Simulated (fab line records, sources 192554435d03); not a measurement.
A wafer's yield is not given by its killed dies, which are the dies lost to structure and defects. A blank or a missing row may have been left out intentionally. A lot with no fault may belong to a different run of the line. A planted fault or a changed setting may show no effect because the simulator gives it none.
fab line records    flow n5-finfet
[record] lots = 4  wafers = 11  last-day = 18
route steps=1938 shown BEOL_M1@831 BEOL_M2@841 BEOL_M4@1111 PASSIVATION@1936
lots that met no fault: taken from a fault-free run of the same line
start-h: hours from the record's first day to the start of the lot's first wafer shown    wait-h: how many hours have passed since the lot's step before this one    " repeats the value in the row above    L1.1+2: one row covering several wafers at once    - no value present, or no start provided    * or withheld: withheld    < > ~ a bound
route shown NAME@n: names a module that has steps shown in the file, with the first one's number in the route    usual: the fault-free wafers' mean and standard deviation    same: alike in all rows    chamber/n: place in a boat    sites: readings site by site    _std_site: standard deviation across them    _edge_site: mean of outer sites minus mean of inner sites    radius-mm: how far each site lies from the wafer's centre    mask NAME#n: copy n    behind: the last tool/chamber to shape the wafer    hold: what put the lot on hold/how long, in hours/how the hold closed    device: the n, p or np transistor that did not switch    end of line: the same wafers' tests at the end of the route    a step with no rows: only its recipe    killed: the dies lost at the first sort to structure and to defects; this is not the yield of the wafer    map: the dies of a wafer, with x for killed, . for not killed, _ for no die there
set.NAME: the run value of the setting; set.NAME@STEP: its run value at that earlier step    model.NAME: the simulator's own value behind a step, which no gauge read
certain route steps with their lots: each step a table, each wafer a row
services: a tool's chamber out of use, with start hour (start-h, from the record's first day; less than 0 if before it), hours out, and reason
[[steps]]
[step N5_BEOL_M1_ECD_50]
[recipe] material = Cu  target-thk-a = 3000
[step N5_BEOL_M1_ANNEAL_51]
[recipe] temp-c = 225  time-s = 90  ambient = N2
[step N5_BEOL_M1_CMP_52]
[recipe] stop-on = SiOC  t-overpolish-s = 6.8  down-force-psi = 1  platen-rpm = 50  clearing-platen-down-force-psi = 1.5  clearing-platen-rpm = 50  post-cmp-clean = cu-alkaline  target-thk-nm = 40  clearing-platen-pad-velocity-m-s = 0.99484  pad-velocity-m-s = 0.99484
[step N5_BEOL_M1_PRE_CLEAN_60]
[recipe] gas = NH3/H2  time-s = 15  temp-c = *  rf-power-w = 300
[step N5_BEOL_M1_CO_CAP_55]
[recipe] material = Co  target-thk-a = 20  temp-c = 200  precursor = CCTBA/H2  pressure-torr = 30  time-s = 102.1
[step N5_BEOL_M1_PRE_CLEAN_56]
[recipe] gas = NH3  time-s = 15  temp-c = withheld  rf-power-w = 300
[step N5_BEOL_M1_DEP_57]
[recipe] material = SiCN  target-thk-a = 80  temp-c = withheld  precursor = 3MS/NH3  pressure-torr = 3  rf-w = 202  time-s = 14
[step N5_BEOL_M2_ILD_DEP_00]
[recipe] material = SiOC  target-thk-a = 790  temp-c = 350  precursor = DEMS/O2  pressure-torr = 5  rf-w = 500  time-s = 15.3
[step N5_BEOL_M2_PECVD_72]
[recipe] material = SiO2  target-thk-a = 160  temp-c = 400  precursor = TEOS/O2  pressure-torr = 5.5  rf-w = 450  teos-flow-sccm = 53.8  gas = O2  flow-sccm = 3000  time-s = 18
[usual] chamber-pressure-Torr = 5.499/0.012  heater-power-w = 692/87  showerhead-plenum-p-Torr = 8.79/0.066  throttle-valve-pct = 22.8/1.8
lot.wafer  tool      chamber  start-h  wait-h  chamber-pressure-Torr  heater-power-w  showerhead-plenum-p-Torr  throttle-valve-pct  model.SiO2_of_BEOL_M2_PECVD_72.thk-nm
L916.1     pecvd-04  0        148.42   0.0     5.496                  735             8.76                      21.7                15.8
L916.4     "         1        "        "       5.513                  668             8.93                      23.3                16
L916.5     "         0        "        "       5.506                  727             8.76                      21.9                16.2
L924.3     pecvd-02  1        206.80   0.1     5.493                  690             8.78                      25.3                16
L924.4     "         0        "        "       5.525                  646             8.72                      22.0                16.2
L924.5     "         0        "        "       5.508                  668             8.73                      22.0                16.4
L934.1     pecvd-02  1        255.55   0.0     5.504                  752             8.76                      25.3                16.2
L934.2     "         2        "        "       5.515                  817             8.87                      20.2                16.6
L935.4     pecvd-02  2        262.34   0.1     5.503                  816             8.86                      20.2                16
L935.5     "         2        "        "       5.497                  837             8.88                      20.5                16.2
L935.6     "         1        "        "       5.505                  741             8.75                      25.4                16.6
[step N5_BEOL_M2_HM_DEP_02]
[recipe] material = TiN  target-thk-a = 200  temp-c = 25  chamber-pressure-pa = 0.49996
[step N5_BEOL_M2_COAT_61]
[recipe] resist = SOC  temp-c = 250  time-s = 60  spin-rpm = 1500  resist-thk-nm = 60
[step N5_BEOL_M2_COAT_62]
[recipe] resist = SiARC  temp-c = 220  time-s = 60  spin-rpm = 1500  resist-thk-nm = 12
[step N5_BEOL_M2_COAT_73]
[recipe] resist = underlayer  temp-c = 205  time-s = 60  spin-rpm = 1500  resist-thk-nm = 5
[step N5_BEOL_M2_COAT_05]
[recipe] resist = CAR-EUV  spin-rpm = 1500  resist-thk-nm = 30
[step N5_BEOL_M2_EBR_07]
[recipe] solvent = PGMEA  ebr-width-mm = 1.5
[step N5_BEOL_M2_SOFTBAKE_06]
[recipe] temp-c = 110  time-s = 60  resist = CAR-EUV
[step N5_BEOL_M2_EXPOSE_08]
[recipe] mask-id = M2  na = 0.33  source-shape = dipole  sigma-inner = 0.369  sigma-outer = 0.767  polarization = unpolarized  dose-mj = 41.25
[step N5_BEOL_M2_PEB_09]
[recipe] peb-temp-c = 100  peb-time-s = 60  resist = CAR-EUV
[step N5_BEOL_M2_DEVELOP_10]
[recipe] develop-time-s = 30  developer = TMAH  resist = CAR-EUV  rinse-liquid = surfactant-rinse  dry = air-spin  dev-temp-c = 23
[step N5_BEOL_M2_DESCUM_16]
[recipe] chemistry = O2  time-s = 7  source-power-w = 50  bias-power-w = 20  pressure-mtorr = 20  rf-frequency-hz = 2.712e+07  temp-c = 40  resist = CAR-EUV  o2-flow-sccm = 225
[step N5_BEOL_M2_ETCH_74]
[recipe] chemistry = N2/H2  target = underlayer  target-depth-a = 65  mask-material = CAR-EUV  time-s = 5.2  ion-energy-ev = 200  pressure-mtorr = 30  source-w = 840  bias-w = 150  n2-flow-sccm = 200  h2-flow-sccm = 200  ends = cleared
[step N5_BEOL_M2_ETCH_63]
[recipe] chemistry = CF4  target = SiARC  target-depth-a = 156  mask-material = CAR-EUV  time-s = 26  ion-energy-ev = 80  pressure-mtorr = 40  source-w = 545  bias-w = 36  Ar_flow_sccm = 100  cf4-flow-sccm = 100  ends = cleared
[step N5_BEOL_M2_ETCH_64]
[recipe] chemistry = N2/H2  target = SOC  target-depth-a = 750  overetch-a = 225  mask-material = SiARC  temp-c = 40  time-s = 121.9  ion-energy-ev = 200  pressure-mtorr = 30  source-w = 840  bias-w = 150  n2-flow-sccm = 200  h2-flow-sccm = 200
[step N5_BEOL_M2_STRIP_65]
[recipe] chemistry = N2/H2  temp-c = 40  n2-flow-sccm = 200  h2-flow-sccm = 200  rf-frequency-hz = 6e+07
[step N5_BEOL_M2_STRIP_75]
[recipe] chemistry = N2/H2  temp-c = 40  n2-flow-sccm = 200  h2-flow-sccm = 200  rf-frequency-hz = 6e+07
[step N5_BEOL_M2_STRIP_66]
[recipe] chemistry = CF4  resist = SiARC  power-w = 300  bias-power-w = 75  pressure-mtorr = 50  cf4-flow-sccm = 150  rf-frequency-hz = 6e+07
[step N5_BEOL_M2_HM_OPEN_17]
[recipe] chemistry = Cl2/BCl3  target-depth-a = 200  overetch-a = 60  target = TiN  mask-material = SOC  ion-energy-ev = 150  pressure-mtorr = 10  icp-w = 1000  bias-w = 126  Cl2_flow_sccm = 53.25  bcl3-flow-sccm = 21.75  Ar_flow_sccm = 25
[step N5_BEOL_M2_STRIP_19]
[recipe] chemistry = O2  power-w = 400  temp-c = 40  pressure-mtorr = 30  rf-frequency-hz = 6e+07  bias-power-w = 0  overash-fraction = 0.2  o2-flow-sccm = 225
[step N5_BEOL_M2_COAT_67]
[recipe] resist = SOC  temp-c = 250  time-s = 60  spin-rpm = 1500  resist-thk-nm = 60
[step N5_BEOL_M2_COAT_68]
[recipe] resist = SiARC  temp-c = 220  time-s = 60  spin-rpm = 1500  resist-thk-nm = 12
[step N5_BEOL_M2_COAT_76]
[recipe] resist = underlayer  temp-c = 205  time-s = 60  spin-rpm = 1500  resist-thk-nm = 5
[step N5_BEOL_M2_COAT_22]
[recipe] resist = CAR-EUV  spin-rpm = 1500  resist-thk-nm = 30
[step N5_BEOL_M2_EBR_24]
[recipe] solvent = PGMEA  ebr-width-mm = 1.5
[step N5_BEOL_M2_SOFTBAKE_23]
[recipe] temp-c = 110  time-s = 60  resist = CAR-EUV
[step N5_BEOL_M2_HM_STRIP_39]
[recipe] chemistry = peroxide-tin-strip  material = TiN  target-depth-a = 250  temp-c = 50  time-s = 158
lot.wafer  tool          chamber  start-h  wait-h  model.SiO2_of_BEOL_M2_PECVD_72.thk-nm
L916.1     wet-bench-01  7        168.61   0.0     15.8
L916.4     "             3        "        "       16
L916.5     "             1        "        "       16.2
L924.3     wet-bench-01  6        222.01   0.0     16
L924.4+5   "             0,1      "        "       16.2
L934.1     wet-bench-05  2        270.91   0.0     16.2
L934.2     "             4        "        "       16.6
L935.4     wet-bench-01  2        277.39   0.0     15.8
L935.5     "             3        "        "       16
L935.6     "             6        "        "       16.6
[step N5_BEOL_M4_RC_MEAS_101]
[usual] DIBL_N = 35.9/1.3  DIBL_P = 35.9/1.5  IOFF_N = 0.152/0.023  IOFF_P = 0.204/0.027  ION_N = 673/9.2  ION_P = 462/6.7  SS_N = 71.4/0.48  SS_P = 73.2/0.55  VT_N = 250.3/2.6  VT_P = -250.6/3
lot.wafer  tool       chamber  start-h  wait-h  DIBL_N[mV/V]  DIBL_P[mV/V]  IOFF_N[nA/um]  IOFF_P[nA/um]  ION_N[uA/um]  ION_P[uA/um]  SS_N[mV/dec]  SS_P[mV/dec]  VT_N[mV]  VT_P[mV]
L916.1     prober-02  0        210.24   0.0     35.9          36.7          0.157          0.184          676           454           70.9          73.6          250.0     -255.3
L916.4     "          0        "        "       35.6          36.1          0.153          0.183          677           455           71.4          73.0          249.8     -253.7
L916.5     "          0        "        "       34.1          34.7          0.131          0.165          657           451           70.7          73.4          253.1     -255.4
L924.3     prober-01  0        266.58   0.3     34.2          35.6          0.142          0.205          672           459           71.3          72.9          250.4     -249.3
L924.4     "          0        "        "       35.0          36.1          0.152          0.216          673           467           71.4          73.4          247.4     -249.7
L924.5     "          0        "        "       33.9          35.4          0.142          0.196          677           463           71.2          72.7          251.2     -248.4
L934.1     prober-02  0        313.43   0.0     34.7          35.3          0.125          0.155          659           449           71.1          73.1          254.6     -258.7
L934.2     "          0        "        "       35.1          35.8          0.128          0.167          669           455           71.1          73.3          255.3     -254.2
L935.4     prober-01  0        332.40   0.5     36.9          34.6          0.139          0.201          657           458           71.7          73.5          253.3     -251.9
L935.5     "          0        "        "       36.5          35.2          0.141          0.211          654           458           71.0          73.9          253.8     -252.1
L935.6     "          0        "        "       38.6          37.2          0.187          0.241          672           462           71.9          74.0          249.5     -250.9
[step N5_PASSIVATION_PROBE_49]
[usual] defect-limited-yield = 91.0/1.5  killed_at_M0_to_M3 = 37/12  killed_at_M4_up = 13/5  killed-at-contacts = 13/6.1  killed-at-front-end = 39/11  killed-at-other = 4/3.2  killed-dies = 106/17  killed-open = 69/12  killed-short = 35/7.9  sort_bin_5_function = 5.3/1  sort_bin_6_memory = 3.3/0.68  sort-n-pass = 1074/17  sort-yield-pct = 91.0/1.5
[same] gross-dies = 1180  killed-at-back-side = 0  sort_bin_4_leakage[%] = 0  sort_bin_8_speed[%] = 0
lot.wafer  tool       chamber  start-h  wait-h  defect-limited-yield[%]  killed_at_M0_to_M3  killed_at_M4_up  killed-at-contacts  killed-at-front-end  killed-at-other  killed-dies  killed-open  killed-short  sort_bin_5_function[%]  sort_bin_6_memory[%]  sort-n-pass  sort-yield-pct[%]
L934.1     prober-02  -        426.29   0.0     91.9                     34                  13               23                  24                   2                96           65           30            5.3                     2.5                   1084         91.9
L934.2     prober-02  -        426.34   0.1     89.3                     40                  16               22                  45                   3                126          100          25            6.8                     3.9                   1054         89.3
// killed by level:class
L934.1 MOL_CONTACT_COAG:geometric-particle:open=17 BEOL_M0_SAQP:geometric-particle:open=9 BEOL_M3:geometric-particle:open=6 FIN_SAQP:geometric-particle:short=5 DUMMY_GATE:geometric-particle:open=5 MOL_CONTACT_COAG:geometric-particle:short=5 BEOL_M0_SAQP:geometric-particle:short=5 BEOL_M1:geometric-particle:open=5
L934.2 MOL_CONTACT_COAG:geometric-particle:open=19 FIN_SAQP:geometric-particle:open=16 STI_FIN_REVEAL:geometric-particle:open=12 BEOL_M2:geometric-particle:open=12 BEOL_M0_SAQP:geometric-particle:open=7 DUMMY_GATE:geometric-particle:open=5 BEOL_M1:geometric-particle:open=5 BEOL_M3:geometric-particle:open=5
[[services]]
tool          chamber  start-h  hours  kind
pecvd-02      1        130.08   16.2   repair
pecvd-02      1        154.59   2.1    scheduled-down
pecvd-02      0        189.16   5.0    scheduled-down
pecvd-04      -        198.44   0.5    repair
pecvd-02      2        202.38   -      clean
pecvd-02      2        202.38   -      consumable-replace:showerhead
pecvd-02      2        202.38   29.0   scheduled-down
pecvd-02      2        202.38   29.0   vent-cycle
pecvd-04      2        216.90   6.0    repair
pecvd-04      0        256.22   2.1    scheduled-down
wet-bench-01  -        257.21   1.9    pm
pecvd-02      0        259.09   5.5    scheduled-down
pecvd-04      2        264.65   2.1    scheduled-down
wet-bench-01  -        268.35   1.2    repair
[[key]]
first-sign none at tools or gauges
[model-effect] step = N5_BEOL_M2_PECVD_72  value = SiO2_of_BEOL_M2_PECVD_72.thk-nm  without = 16  struck = 16.6
[model-effect] step = N5_BEOL_M2_HM_STRIP_39  value = SiO2_of_BEOL_M2_PECVD_72.thk-nm  without = 16  struck = 16.6
met-at N5_BEOL_M2_PECVD_72
struck-wafers L934.2,L935.6
onset-between 206.80 255.55
[fault] kind = process-parameter-drift  tool = pecvd-02  chamber = -  onset-h = 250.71  steps = N5_BEOL_M2_PECVD_72  channel = time-s  offset = *  shape = step  end-h = 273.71  scope = struck-wafers-only  acts-in = *  stated = *
